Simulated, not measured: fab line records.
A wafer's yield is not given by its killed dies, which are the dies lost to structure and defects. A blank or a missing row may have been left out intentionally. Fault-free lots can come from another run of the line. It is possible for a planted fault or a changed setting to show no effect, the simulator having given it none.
Chamber matching || flow n5-finfet || rie-diel-06 running N5_BEOL_M13_ETCH_38: 4 sister chambers
The step etches SiCN in CF4/N2, target depth 67.5 nm, time 71.9 s. 16 wafers are shown with their chamber, then 8 later ones without.

## EACH WAFER AND ITS CHAMBER
{"wafer": "L076.1", "chamber": 2, "showerhead-plenum-p-Torr (Torr)": 2.30, "throttle-valve-pct (%)": 15.36, "drypump-motor-current-A (A)": 5.6}
{"wafer": "L076.4", "chamber": 1, "showerhead-plenum-p-Torr (Torr)": 2.09, "throttle-valve-pct (%)": 15.80, "drypump-motor-current-A (A)": 5.7}
{"wafer": "L076.6", "chamber": 0, "showerhead-plenum-p-Torr (Torr)": 2.22, "throttle-valve-pct (%)": 15.38, "drypump-motor-current-A (A)": 6.3}
{"wafer": "L075.2", "chamber": 0, "showerhead-plenum-p-Torr (Torr)": 2.22, "throttle-valve-pct (%)": 15.40, "drypump-motor-current-A (A)": 6.3}
{"wafer": "L075.5", "chamber": 0, "showerhead-plenum-p-Torr (Torr)": 2.22, "throttle-valve-pct (%)": 15.40, "drypump-motor-current-A (A)": 6.3}
{"wafer": "L075.6", "chamber": 3, "showerhead-plenum-p-Torr (Torr)": 2.15, "throttle-valve-pct (%)": 14.86, "drypump-motor-current-A (A)": 6.4}
{"wafer": "L078.1", "chamber": 0, "showerhead-plenum-p-Torr (Torr)": 2.22, "throttle-valve-pct (%)": 15.42, "drypump-motor-current-A (A)": 6.3}
{"wafer": "L078.2", "chamber": 1, "showerhead-plenum-p-Torr (Torr)": 2.09, "throttle-valve-pct (%)": 15.80, "drypump-motor-current-A (A)": 5.7}
{"wafer": "L078.3", "chamber": 3, "showerhead-plenum-p-Torr (Torr)": 2.15, "throttle-valve-pct (%)": 14.88, "drypump-motor-current-A (A)": 6.5}
{"wafer": "L080.2", "chamber": 0, "showerhead-plenum-p-Torr (Torr)": 2.22, "throttle-valve-pct (%)": 15.41, "drypump-motor-current-A (A)": 6.3}
{"wafer": "L080.4", "chamber": 3, "showerhead-plenum-p-Torr (Torr)": 2.15, "throttle-valve-pct (%)": 14.87, "drypump-motor-current-A (A)": 6.5}
{"wafer": "L080.5", "chamber": 0, "showerhead-plenum-p-Torr (Torr)": 2.22, "throttle-valve-pct (%)": 15.41, "drypump-motor-current-A (A)": 6.3}
{"wafer": "L082.1", "chamber": 3, "showerhead-plenum-p-Torr (Torr)": 2.15, "throttle-valve-pct (%)": 14.89, "drypump-motor-current-A (A)": 6.5}
{"wafer": "L082.4", "chamber": 0, "showerhead-plenum-p-Torr (Torr)": 2.22, "throttle-valve-pct (%)": 15.42, "drypump-motor-current-A (A)": 6.3}
{"wafer": "L082.5", "chamber": 2, "showerhead-plenum-p-Torr (Torr)": 2.30, "throttle-valve-pct (%)": 15.37, "drypump-motor-current-A (A)": 5.6}
{"wafer": "L091.1", "chamber": 0, "showerhead-plenum-p-Torr (Torr)": 2.21, "throttle-valve-pct (%)": 15.45, "drypump-motor-current-A (A)": 6.3}

SIGNATURES, as means of the wafers listed above
{"reading": "showerhead-plenum-p-Torr", "chamber 0": 2.2188, "chamber 1": 2.0900, "chamber 2": 2.3000, "chamber 3": 2.1500, "scatter within a chamber": 0.0027}
{"reading": "throttle-valve-pct", "chamber 0": 15.4113, "chamber 1": 15.8000, "chamber 2": 15.3650, "chamber 3": 14.8750, "scatter within a chamber": 0.0169}
{"reading": "drypump-motor-current-A", "chamber 0": 6.300, "chamber 1": 5.700, "chamber 2": 5.600, "chamber 3": 6.475, "scatter within a chamber": 0.025}
Rule: a wafer's distance from a chamber is the root of the sum, over the readings, of the square of ((its reading less the chamber's mean) divided by the reading's scatter). The wafer belongs to the nearest chamber; if the next one is less than 2 further off, it can't be placed. The scatter: the root of (the sum of the squares of (reading less its chamber's mean) over the shown wafers, divided by (wafers less chambers)).

## WAFERS WITH NO CHAMBER GIVEN
{"wafer": "L091.3", "showerhead-plenum-p-Torr (Torr)": 2.35, "throttle-valve-pct (%)": 15.31, "drypump-motor-current-A (A)": 5.7}
{"wafer": "L091.6", "showerhead-plenum-p-Torr (Torr)": 2.14, "throttle-valve-pct (%)": 14.92, "drypump-motor-current-A (A)": 6.4}
{"wafer": "L093.2", "showerhead-plenum-p-Torr (Torr)": 2.29, "throttle-valve-pct (%)": 15.43, "drypump-motor-current-A (A)": 5.6}
{"wafer": "L093.3", "showerhead-plenum-p-Torr (Torr)": 2.35, "throttle-valve-pct (%)": 15.31, "drypump-motor-current-A (A)": 5.7}
{"wafer": "L093.5", "showerhead-plenum-p-Torr (Torr)": 2.35, "throttle-valve-pct (%)": 15.32, "drypump-motor-current-A (A)": 5.7}
{"wafer": "L095.1", "showerhead-plenum-p-Torr (Torr)": 2.14, "throttle-valve-pct (%)": 14.94, "drypump-motor-current-A (A)": 6.5}
{"wafer": "L095.3", "showerhead-plenum-p-Torr (Torr)": 2.29, "throttle-valve-pct (%)": 15.42, "drypump-motor-current-A (A)": 5.6}
{"wafer": "L095.6", "showerhead-plenum-p-Torr (Torr)": 2.35, "throttle-valve-pct (%)": 15.32, "drypump-motor-current-A (A)": 5.7}

## THE CHAMBER EACH PASSED THROUGH
{"wafer": "L091.3", "from the rows above": 2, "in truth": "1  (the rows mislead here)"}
{"wafer": "L091.6", "from the rows above": 3, "in truth": 3}
{"wafer": "L093.2", "from the rows above": 2, "in truth": 2}
{"wafer": "L093.3", "from the rows above": 2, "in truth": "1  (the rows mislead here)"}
{"wafer": "L093.5", "from the rows above": 2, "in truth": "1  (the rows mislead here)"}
{"wafer": "L095.1", "from the rows above": 3, "in truth": 3}
{"wafer": "L095.3", "from the rows above": 2, "in truth": 2}
{"wafer": "L095.6", "from the rows above": 2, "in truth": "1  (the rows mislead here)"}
Correctly placed: 4 of 8. Can't be placed from these rows: 0. Number placed wrongly: 4.
